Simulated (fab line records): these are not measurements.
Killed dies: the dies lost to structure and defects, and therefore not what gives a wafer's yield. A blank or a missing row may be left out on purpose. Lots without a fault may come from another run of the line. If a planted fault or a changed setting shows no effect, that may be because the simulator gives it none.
Matching of chambers	flow n5 finfet	N5_MOL_CONTACT_COAG_ETCH_48 on rie diel-03 has 3 sister chambers
The step etches SiOC in C4F6/O2, target depth 15 nm, overetch 4.5 nm, time 17 s. 22 wafers are shown with their chamber, then 7 later ones without.

== WAFERS, EACH WITH ITS CHAMBER ==
wafer	chamber	throttle valve pct (%)	showerhead plenum p Torr (Torr)	rf vpp V (V)
L076.1	2	41.2	2.83	1582
L076.2	1	40.4	2.80	1575
L076.5	0	40.8	2.94	1606
L078.1	1	40.5	2.80	1576
L078.3	0	40.8	2.94	1607
L078.6	2	41.3	2.83	1582
L082.1	2	41.3	2.83	1580
L082.2	0	40.8	2.94	1604
L082.5	2	41.3	2.83	1581
L084.4	0	40.8	2.93	1605
L084.5	1	40.5	2.79	1574
L084.6	2	41.3	2.82	1580
L085.2	1	40.5	2.79	1576
L085.4	0	40.8	2.93	1606
L085.5	2	41.3	2.82	1579
L086.1	1	40.5	2.79	1576
L086.2	0	40.8	2.93	1604
L086.6	1	40.5	2.79	1574
L089.1	0	40.8	2.93	1606
L089.5	0	40.8	2.93	1604
L089.6	2	41.3	2.82	1581
L088.1	1	40.5	2.79	1573

SIGNATURES (averages over the wafers above)
reading	chamber 0	chamber 1	chamber 2	scatter within a chamber
throttle valve pct	40.800	40.486	41.286	0.03
showerhead plenum p Torr	2.9337	2.7929	2.8257	0.00514
rf vpp V	1605.25	1574.86	1580.71	1.16
Rule: for a wafer and a chamber, the distance is found by dividing, reading by reading, the gap between the wafer's reading and the chamber's mean by the reading's scatter, squaring, summing and taking the root. If the next closest chamber is less than 2 further off than the closest, the wafer can't be placed; otherwise it belongs to the closest. The scatter: take each reading less its chamber's mean, square it, sum over the shown wafers, divide by the number of wafers less the number of chambers, and take the root.

== WAFERS WITHOUT THEIR CHAMBER ==
wafer	throttle valve pct (%)	showerhead plenum p Torr (Torr)	rf vpp V (V)
L088.3	41.3	2.82	1580
L088.5	41.3	2.82	1578
L090.2	40.8	2.93	1605
L092.1	39.7	2.79	1574
L092.2	40.8	2.92	1605
L093.5	39.7	2.78	1575
L093.6	40.8	2.92	1604

== WHICH CHAMBER EACH ONE RAN IN ==
wafer	from the rows above	in truth
L088.3	2	2
L088.5	2	2
L090.2	0	0
L092.1	1	1
L092.2	0	0
L093.5	1	1
L093.6	0	0
Correct placement for 7 of the 7. From these rows, 0 cannot be placed. Number placed wrongly: 0.
